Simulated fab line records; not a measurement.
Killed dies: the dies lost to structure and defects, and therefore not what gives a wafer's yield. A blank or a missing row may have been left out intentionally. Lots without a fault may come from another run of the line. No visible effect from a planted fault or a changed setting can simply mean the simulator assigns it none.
Struck lot and sound lot, side by side + flow n5Finfet + 21 out of 1938 route steps
Sound: wafers L936.4, L936.6. The struck wafers were L948.1, L948.4, L948.6. The cause is named last.
For every step that has rows: the tool of each side, followed by ch and its chambers, followed by its first start. Under that, the readings that differ: sound wafers + struck wafers + difference of the means + sigmas: that difference in standard deviations of wafers without a fault.
alike: same words and numbers on both sides, and readings whose means sit less than 2 such deviations apart. not compared: any withheld reading, any reading some wafer has no value for, any bound like >300 that may hide the same value, and any number with overlapping values for which the record gives no deviation.
The two part at a step that has a row with sigmas, a row that says differs or no value, or rows on one side only. Numbers that don't overlap but have no deviation are shown without sigmas and don't part them. A reading that every wafer of one side lacks parts them only if that side has two wafers or more.

first, 11 steps without rows for these wafers: N5_FIN_SAQP_SRD_66 (time 30 s); N5_FIN_SAQP_RECESS_75 (chemistry HF/NH3, target SiO2, target depth 14.4 nm, afs cycles 3, sublimation time 60 s); N5_FIN_SAQP_SPACER1_ALD_24 (deposits SiO2, target thk 20.3 nm, pulse time 1 s, purge time 2 s); N5_FIN_SAQP_SPACER1_ETCHBACK_25 (etches SiO2 in CHF3/O2, target depth 24.4 nm, time 12.2 s); N5_FIN_SAQP_MANDREL1_REMOVE_56 (chemistry HBr/Cl2/O2, target a-Si, stops on SiNx, bt time 10 s); N5_FIN_SAQP_ETCH_57 (etches SiNx in CH3F/O2, target depth 32.5 nm, time 46.4 s); N5_FIN_SAQP_ETCH_65 (etches SiO2 in CF4, target depth 4 nm, time 4.4 s); N5_FIN_SAQP_MANDREL_ETCH_58 (etches a-Si in HBr/Cl2, stops on SiNx, target depth 45 nm, bt time 10 s, time 27 s); N5_FIN_SAQP_RECESS_63 (chemistry HF/NH3, target SiO2, target depth 18 nm, afs cycles 3, sublimation time 60 s); N5_FIN_SAQP_COAT_68 (time 60 s, resist thk 100 nm); N5_FIN_SAQP_ETCH_69 (etches SOC in N2/H2, stops on SiNx, target depth 150 nm).
N5_FIN_SAQP_ETCH_67: etches SiNx in CH3F/O2, target depth 30 nm.
  sound on rieDiel-03 ch 0,3, day 4 01:03; struck on rieDiel-06 ch 0,1,2, day 7 00:40
  no value came back on the struck wafers for any of 9 readings (CH3F_flow_sccm (sccm), O2_flow_sccm (sccm) and others); on the sound wafers CH3F_flow_sccm (sccm) reads 30.07 29.95
| reading                                  | sound | struck      | difference | sigmas |
|------------------------------------------|-------|-------------|------------|--------|
| model.SOC_of_FIN_SAQP_COAT_68.thkNm (nm) | 0 0   | 3.2 2.4 6.6 | +4.1       |        |
  not compared: rfHoursCounterH
then, 5 steps without rows for these wafers: N5_FIN_SAQP_STRIP_70 (strips in N2/H2); N5_FIN_SAQP_RECESS_71 (chemistry HF/NH3, target SiO2, target depth 3 nm, afs cycles 1, sublimation time 60 s); N5_FIN_SAQP_SPACER2_ALD_28 (deposits SiO2, target thk 8.1 nm, pulse time 1 s, purge time 2 s); N5_FIN_SAQP_SPACER2_ETCHBACK_29 (etches SiO2 in CHF3/O2, target depth 12.2 nm, time 6.1 s); N5_FIN_SAQP_MANDREL2_REMOVE_60 (chemistry HBr/Cl2/O2, target a-Si, stops on SiNx, bt time 10 s).
N5_FIN_SAQP_HM_OPEN_33: chemistry CH3F/O2, target SiNx, target depth 49.4 nm, time 70.6 s.
  sound on rieDiel-06 ch 1,3, day 4 01:53; struck on rieDiel-02 ch 0,2,3, day 7 01:32
| reading                 | sound       | struck            | difference | sigmas |
|-------------------------|-------------|-------------------|------------|--------|
| etchRfOnTimeS (s)       | 67.2 69.4   | 82.4 84.1 82.4    | +14.7      | +9     |
| model.etch.depthNm (nm) | 38.71 37.97 | 44.86 45.31 45.57 | +6.91      |        |
  alike: CH3F_flow_sccm, biasW, drypumpMotorCurrentA, mfcArSccm, oesProductAu, rfVppV, showerheadPlenumPTorr, throttleValvePct
  not compared: rfHoursCounterH
then, 1 step without rows for these wafers: N5_FIN_SAQP_ETCH_34 (etches SiO2 in C4F6/O2, target depth 45 nm, time 15 s).
N5_BEOL_M4_RC_MEAS_101:
  the record has rows for the sound wafers here (prober-01 ch 0, day 10 07:20) and none for the struck ones
-- a jump in the record: the struck wafers' starts before and after are 11 days apart (it breaks off in module BEOL_M4 and resumes in module PASSIVATION, where the first step shown is number 1936 of the route) --
N5_PASSIVATION_PROBE_49:
  sound on prober-02 at day 14 15:21; struck on prober-01 at day 17 19:52
| reading                 | sound     | struck         | difference | sigmas      |
|-------------------------|-----------|----------------|------------|-------------|
| defectLimitedYield (%)  | 92.8 92.2 | 0 0 0          | -92        | -62         |
| killedAtFrontEnd        | 27 33     | 1113 1101 1117 | +1080      | +98         |
| killedDies              | 85 92     | 1180 1180 1180 | +1092      | +64         |
| killedOnRim             | 14 12     | 152 152 152    | +139       | +39         |
| sort_bin_5_function (%) | 4.7 4.5   | 96.4 95.7 96.7 | +91.7      | +99 or more |
| sort_bin_8_speed (%)    | 0.08 0    | 0 0 0          | +0         | -5          |
| sortNPass               | 1094 1088 | 0 0 0          | -1091      | -64         |
| sortYieldPct (%)        | 92.7 92.2 | 0 0 0          | -92        | -62         |
  alike: killed_at_M0_to_M3, killed_at_M4_up, killedAtContacts, killedAtOther, killedOpen, killedShort, sort_bin_6_memory

## WHERE THEY PART
Last at N5_PASSIVATION_PROBE_49 as far as this record goes, first at N5_FIN_SAQP_ETCH_67.

WHY: what the simulator had put in
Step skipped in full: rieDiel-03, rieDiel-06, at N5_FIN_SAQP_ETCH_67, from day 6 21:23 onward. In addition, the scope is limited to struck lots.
